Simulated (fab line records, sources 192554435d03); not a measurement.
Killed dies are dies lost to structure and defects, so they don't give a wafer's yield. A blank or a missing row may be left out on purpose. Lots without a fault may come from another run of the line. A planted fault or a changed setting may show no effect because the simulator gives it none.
A sampling plan put to the test | flow n5_finfet | one fab line, 28 faults that these records tell of, each judged on the records of the lots that it struck; 1 more is left out, because the records don't allow judging it
The plan is the line's own looks: the steps of the route at which a gauge or an inspection reads the wafer and doesn't change it. A look can be judged if struck wafers have a number there and the file gives its usual mean and standard deviation on fault-free wafers. Caught: at a look after the fault's first step, the mean of the struck wafers lies 4 or more of those standard deviations (sigma) from the usual mean. On the tool: the same test on the tool's own readings at the fault's steps. Another recipe on the struck wafers, or a record that is blank for them alone, also counts as caught.

THE FAULTS, as the simulator had put them in
1. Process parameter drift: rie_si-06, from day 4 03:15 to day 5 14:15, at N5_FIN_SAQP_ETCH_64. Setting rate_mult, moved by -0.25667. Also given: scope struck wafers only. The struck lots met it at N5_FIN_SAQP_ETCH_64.
2. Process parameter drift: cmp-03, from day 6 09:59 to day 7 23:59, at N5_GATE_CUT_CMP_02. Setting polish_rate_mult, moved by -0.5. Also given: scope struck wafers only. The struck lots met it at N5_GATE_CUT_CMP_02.
3. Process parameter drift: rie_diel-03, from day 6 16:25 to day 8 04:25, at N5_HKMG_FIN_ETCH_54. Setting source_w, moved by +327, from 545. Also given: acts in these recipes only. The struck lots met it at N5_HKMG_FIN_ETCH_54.
4. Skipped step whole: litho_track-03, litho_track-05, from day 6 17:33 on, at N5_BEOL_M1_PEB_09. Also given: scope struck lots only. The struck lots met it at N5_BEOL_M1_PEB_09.
5. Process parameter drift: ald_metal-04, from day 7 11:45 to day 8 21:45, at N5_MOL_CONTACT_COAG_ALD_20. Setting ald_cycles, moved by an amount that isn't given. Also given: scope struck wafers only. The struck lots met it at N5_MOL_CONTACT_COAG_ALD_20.
6. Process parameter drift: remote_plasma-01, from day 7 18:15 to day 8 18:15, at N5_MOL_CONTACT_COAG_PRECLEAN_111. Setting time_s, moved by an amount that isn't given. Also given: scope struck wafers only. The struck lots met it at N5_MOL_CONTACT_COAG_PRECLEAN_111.
7. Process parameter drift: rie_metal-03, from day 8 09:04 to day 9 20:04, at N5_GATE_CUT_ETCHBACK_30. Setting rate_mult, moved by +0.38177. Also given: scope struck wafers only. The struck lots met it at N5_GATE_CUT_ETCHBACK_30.
8. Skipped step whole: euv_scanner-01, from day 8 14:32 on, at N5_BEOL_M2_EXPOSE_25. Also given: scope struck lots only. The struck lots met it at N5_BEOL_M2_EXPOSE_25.
9. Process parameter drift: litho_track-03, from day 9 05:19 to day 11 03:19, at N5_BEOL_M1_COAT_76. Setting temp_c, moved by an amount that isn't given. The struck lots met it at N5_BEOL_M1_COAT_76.
10. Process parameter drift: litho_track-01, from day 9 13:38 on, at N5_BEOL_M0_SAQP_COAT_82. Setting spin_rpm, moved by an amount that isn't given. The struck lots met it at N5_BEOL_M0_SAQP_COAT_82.
11. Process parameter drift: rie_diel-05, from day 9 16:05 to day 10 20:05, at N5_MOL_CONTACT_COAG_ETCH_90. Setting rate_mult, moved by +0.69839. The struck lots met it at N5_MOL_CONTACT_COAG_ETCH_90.
12. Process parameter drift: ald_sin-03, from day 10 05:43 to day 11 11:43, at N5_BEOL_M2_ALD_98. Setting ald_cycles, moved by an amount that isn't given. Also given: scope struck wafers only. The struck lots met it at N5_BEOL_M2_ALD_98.
13. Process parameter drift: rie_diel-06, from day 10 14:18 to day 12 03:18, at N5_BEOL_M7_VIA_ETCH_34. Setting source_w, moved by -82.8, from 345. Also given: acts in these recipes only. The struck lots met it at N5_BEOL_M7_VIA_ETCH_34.
14. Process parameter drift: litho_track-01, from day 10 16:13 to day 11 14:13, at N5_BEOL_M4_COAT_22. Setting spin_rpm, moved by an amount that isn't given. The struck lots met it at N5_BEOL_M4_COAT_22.
15. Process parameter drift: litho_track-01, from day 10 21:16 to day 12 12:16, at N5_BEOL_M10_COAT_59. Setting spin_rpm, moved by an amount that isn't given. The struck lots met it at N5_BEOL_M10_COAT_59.
16. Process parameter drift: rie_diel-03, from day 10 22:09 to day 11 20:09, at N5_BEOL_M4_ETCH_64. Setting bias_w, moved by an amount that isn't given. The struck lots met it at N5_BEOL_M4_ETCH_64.
17. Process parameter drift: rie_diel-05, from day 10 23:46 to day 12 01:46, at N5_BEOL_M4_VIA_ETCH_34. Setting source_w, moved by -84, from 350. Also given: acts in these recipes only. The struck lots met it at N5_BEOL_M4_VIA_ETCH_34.
18. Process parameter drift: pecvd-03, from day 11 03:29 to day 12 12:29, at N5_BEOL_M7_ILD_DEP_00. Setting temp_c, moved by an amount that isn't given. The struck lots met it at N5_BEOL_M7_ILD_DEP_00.
19. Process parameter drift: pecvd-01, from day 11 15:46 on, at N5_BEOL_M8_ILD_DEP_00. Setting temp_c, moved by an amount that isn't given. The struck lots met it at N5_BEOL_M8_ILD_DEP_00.
20. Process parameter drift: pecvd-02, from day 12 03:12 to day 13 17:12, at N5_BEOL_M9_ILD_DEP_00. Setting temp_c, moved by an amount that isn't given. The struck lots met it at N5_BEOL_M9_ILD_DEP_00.
21. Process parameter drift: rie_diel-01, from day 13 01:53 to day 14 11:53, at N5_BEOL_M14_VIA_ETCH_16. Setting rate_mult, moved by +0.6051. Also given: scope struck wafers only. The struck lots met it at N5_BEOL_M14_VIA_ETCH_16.
22. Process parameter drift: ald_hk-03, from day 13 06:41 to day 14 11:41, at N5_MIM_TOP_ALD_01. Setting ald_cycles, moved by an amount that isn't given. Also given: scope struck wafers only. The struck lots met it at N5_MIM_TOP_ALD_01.
23. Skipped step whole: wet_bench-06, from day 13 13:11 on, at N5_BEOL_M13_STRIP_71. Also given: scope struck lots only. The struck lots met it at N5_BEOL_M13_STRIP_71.
24. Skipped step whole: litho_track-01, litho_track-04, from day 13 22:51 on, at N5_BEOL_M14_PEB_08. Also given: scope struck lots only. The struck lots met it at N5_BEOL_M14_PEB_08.
25. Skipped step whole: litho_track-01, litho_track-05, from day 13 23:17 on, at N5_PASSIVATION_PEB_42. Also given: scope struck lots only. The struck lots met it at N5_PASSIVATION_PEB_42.
26. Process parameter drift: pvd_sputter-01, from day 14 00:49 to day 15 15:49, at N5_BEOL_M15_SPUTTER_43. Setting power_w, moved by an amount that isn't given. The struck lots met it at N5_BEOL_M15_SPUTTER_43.
27. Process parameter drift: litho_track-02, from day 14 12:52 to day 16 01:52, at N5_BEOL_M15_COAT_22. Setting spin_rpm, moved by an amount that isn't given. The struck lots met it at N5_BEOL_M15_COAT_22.
28. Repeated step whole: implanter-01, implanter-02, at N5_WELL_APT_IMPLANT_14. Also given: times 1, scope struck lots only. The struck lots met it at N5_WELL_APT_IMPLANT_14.

WHAT THE PLAN SAW
fault | on the tool itself                               | first look that catches it                      | reading, sigma  | median hours from its first step to that look | hours from the fault's start to the first struck lot there | judged looks passed uncaught
1     | oes_product_au -10 sigma                         | not the one look that can be judged after it    | -               | -                                             | -                                                          | 1
2     | time_to_endpoint_s +10 sigma                     | not the one look that can be judged after it    | -               | -                                             | -                                                          | 1
3     | rf_fwd_power_W +99 or beyond sigma               | not the one look that can be judged after it    | -               | -                                             | -                                                          | 1
4     | the tool's record is blank for the struck wafers | no look after it can be judged                  | -               | -                                             | -                                                          | 0
5     | under 2 sigma                                    | not the one look that can be judged after it    | -               | -                                             | -                                                          | 1
6     | no reading that can be judged                    | not the one look that can be judged after it    | -               | -                                             | -                                                          | 1
7     | only faintly: oes_product_au +3.2 sigma          | not the one look that can be judged after it    | -               | -                                             | -                                                          | 1
8     | no reading that can be judged                    | no look after it can be judged                  | -               | -                                             | -                                                          | 0
9     | plate_temp_C -45 sigma                           | not the one look that can be judged after it    | -               | -                                             | -                                                          | 1
10    | spin_speed_rpm -99 or beyond sigma               | not the one look that can be judged after it    | -               | -                                             | -                                                          | 1
11    | etch_rf_on_time_s -23 sigma                      | not the one look that can be judged after it    | -               | -                                             | -                                                          | 1
12    | under 2 sigma                                    | not the one look that can be judged after it    | -               | -                                             | -                                                          | 1
13    | rf_fwd_power_W -62 sigma                         | not the one look that can be judged after it    | -               | -                                             | -                                                          | 1
14    | spin_speed_rpm +99 or beyond sigma               | none of the 2 looks that can be judged after it | -               | -                                             | -                                                          | 2
15    | spin_speed_rpm -99 or beyond sigma               | no look after it can be judged                  | -               | -                                             | -                                                          | 0
16    | bias_w +15 sigma                                 | not the one look that can be judged after it    | -               | -                                             | -                                                          | 1
17    | rf_fwd_power_W -70 sigma                         | none of the 2 looks that can be judged after it | -               | -                                             | -                                                          | 2
18    | susceptor_temp_C -46 sigma                       | N5_BEOL_M7_THK_MEAS_01                          | M7_ILD_THK +4.7 | 0.6                                           | 8                                                          | 0
19    | susceptor_temp_C -82 sigma                       | N5_BEOL_M8_THK_MEAS_01                          | M8_ILD_THK +7.4 | 0.6                                           | 7                                                          | 0
20    | susceptor_temp_C -20 sigma                       | no look after it can be judged                  | -               | -                                             | -                                                          | 0
21    | oes_product_au +4.0 sigma                        | no look after it can be judged                  | -               | -                                             | -                                                          | 0
22    | under 2 sigma                                    | no look after it can be judged                  | -               | -                                             | -                                                          | 0
23    | the tool's record is blank for the struck wafers | no look after it can be judged                  | -               | -                                             | -                                                          | 0
24    | the tool's record is blank for the struck wafers | no look after it can be judged                  | -               | -                                             | -                                                          | 0
25    | no reading that can be judged                    | no look after it can be judged                  | -               | -                                             | -                                                          | 0
26    | cathode_dc_power_W -99 or beyond sigma           | none of the 2 looks that can be judged after it | -               | -                                             | -                                                          | 2
27    | spin_speed_rpm +54 sigma                         | no look after it can be judged                  | -               | -                                             | -                                                          | 0
28    | under 2 sigma                                    | none of the 2 looks that can be judged after it | -               | -                                             | -                                                          | 2
A dash: the fault isn't caught, or these records don't give the number.

Caught at a look: 2 of 28. Caught on the tool: 20 of 28. By one or the other: 20 of 28.
Caught on the tool alone: faults 1, 2, 3, 4, 9, 10, 11, 13, 14, 15, 16, 17, 20, 21, 23, 24, 26, 27.
Caught by neither: faults 5, 6, 7, 8, 12, 22, 25, 28.

THINNER SAMPLING
If the look that catches a fault measured only every second or every third lot, by lot number, the first struck lot would be measured this late in the worst case:
fault | struck lots at that look, in order of time | every lot | every second lot | every third lot
18    | L230, L231                                 | 8 h       | 12 h             | may miss all 2
19    | L455, L456, L457                           | 7 h       | 12 h             | 29 h
Hours are from the fault's start to the first struck lot that is measured. The limit of 4 sigma was tested on all struck wafers together, so one lot alone may lie under it. Other struck lots may not be in these records.

THE LONGEST TIMED WAY FROM STEP TO LOOK
Fault 19: a median of 0.6 hours passes between N5_BEOL_M8_ILD_DEP_00 and N5_BEOL_M8_THK_MEAS_01. No look between them can be judged.
